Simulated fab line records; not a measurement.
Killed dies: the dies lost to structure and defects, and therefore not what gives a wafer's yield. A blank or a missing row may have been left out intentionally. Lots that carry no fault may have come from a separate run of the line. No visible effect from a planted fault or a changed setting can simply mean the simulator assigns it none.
Split-lot trial | flow n5 finfet | 21 wafers read across 7 lots, on a route 1938 steps long

## ON THE SPLIT
At N5_BEOL_M3_COAT_05 (resist thk 30 nm), the setting spin rpm was moved away from the recipe's 1500 rpm on 4 of the 21 wafers read, by -10.5% to -6.2%. The other wafers ran this setting at the recipe's value.

The reading is taken at the split's own step.

## THE READING
CAR-EUV_of_BEOL_M3_COAT_05.thk nm (the simulator's own value, which no gauge read), in nm, at N5_BEOL_M3_COAT_05 (resist thk 30 nm). There is no usual value for it anywhere in the file. The 17 wafers here that ran the recipe average 30.1 nm, standard deviation 0.11 nm.

wafer  | tool, chamber at the split | spin rpm as run, rpm | against the recipe | CAR-EUV_of_BEOL_M3_COAT_05.thk nm, nm | against lot-mates on the recipe
L075.1 | litho track-05, 0          | 1500                 | recipe             | 30                                    | -
L075.5 | litho track-05, 0          | 1500                 | recipe             | 30                                    | -
L075.4 | litho track-05, 0          | 1500                 | recipe             | 30.2                                  | -
L077.4 | litho track-03, 0          | 1500                 | recipe             | 30                                    | -
L077.6 | litho track-03, 0          | 1500                 | recipe             | 30                                    | -
L077.5 | litho track-03, 0          | 1500                 | recipe             | 30.2                                  | -
L079.1 | litho track-02, 0          | 1500                 | recipe             | 30                                    | -
L079.4 | litho track-02, 0          | 1500                 | recipe             | 30                                    | -
L079.6 | litho track-02, 0          | 1500                 | recipe             | 30.2                                  | -
L082.3 | litho track-02, 0          | 1500                 | recipe             | 30                                    | -
L082.4 | litho track-02, 0          | 1500                 | recipe             | 29.8                                  | -
L082.5 | litho track-02, 0          | 1407                 | -6.2%              | 31                                    | +1.1
L085.3 | litho track-02, 0          | 1500                 | recipe             | 30.2                                  | -
L085.5 | litho track-02, 0          | 1500                 | recipe             | 30.2                                  | -
L085.6 | litho track-02, 0          | 1500                 | recipe             | 30.2                                  | -
L086.2 | litho track-05, 0          | 1376                 | -8.3%              | 31.2                                  | +1.2
L086.4 | litho track-05, 0          | 1500                 | recipe             | 30                                    | -
L086.6 | litho track-05, 0          | 1500                 | recipe             | 30                                    | -
L092.3 | litho track-02, 0          | 1343                 | -10.5%             | 31.8                                  | +1.8
L092.4 | litho track-02, 0          | 1343                 | -10.5%             | 31.8                                  | +1.8
L092.5 | litho track-02, 0          | 1500                 | recipe             | 30                                    | -

THE FIT
A straight line over all 21 wafers: CAR-EUV_of_BEOL_M3_COAT_05.thk nm changes by -0.159 nm for each +1% of spin rpm; r = -0.98; the points scatter about the line by 0.12 nm.
The same after taking each lot's own level away (the mean of its wafers on the recipe; 21 wafers): -0.167 nm for each +1%; r = -0.99; scatter 0.087 nm.
The reading moves by 1.7 nm for the largest change in spin rpm, on that fit.
The span of the lots' own levels, 29.90 to 30.20 nm, comes to 2.6 times the standard deviation stated above.
So the lot-to-lot level changes the slope little: the two slopes agree.
Check: for one of the wafers moved furthest among these (-10.5%), held out of the fit, the line's prediction against its lot-mates is +1.72 nm. Against them it came out at +1.8 nm.

## ADDITIONAL SPLITS CARRIED BY THESE WAFERS
Other splits were also applied to these wafers ahead of the reading. Each is held against what the fit with the lots' levels taken away leaves over:
other split on the same wafers | wafers away from the commonest value | r with CAR-EUV_of_BEOL_M3_COAT_05.thk nm (lot level and that fit taken away)
N5_BEOL_M2_COAT_67 spin rpm    | 7                                    | +0.17

## THE FILE'S OWN FIT
CAR-EUV_of_BEOL_M3_COAT_05.thk nm changes by -0.164 nm for each +1% of spin rpm, r = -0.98.
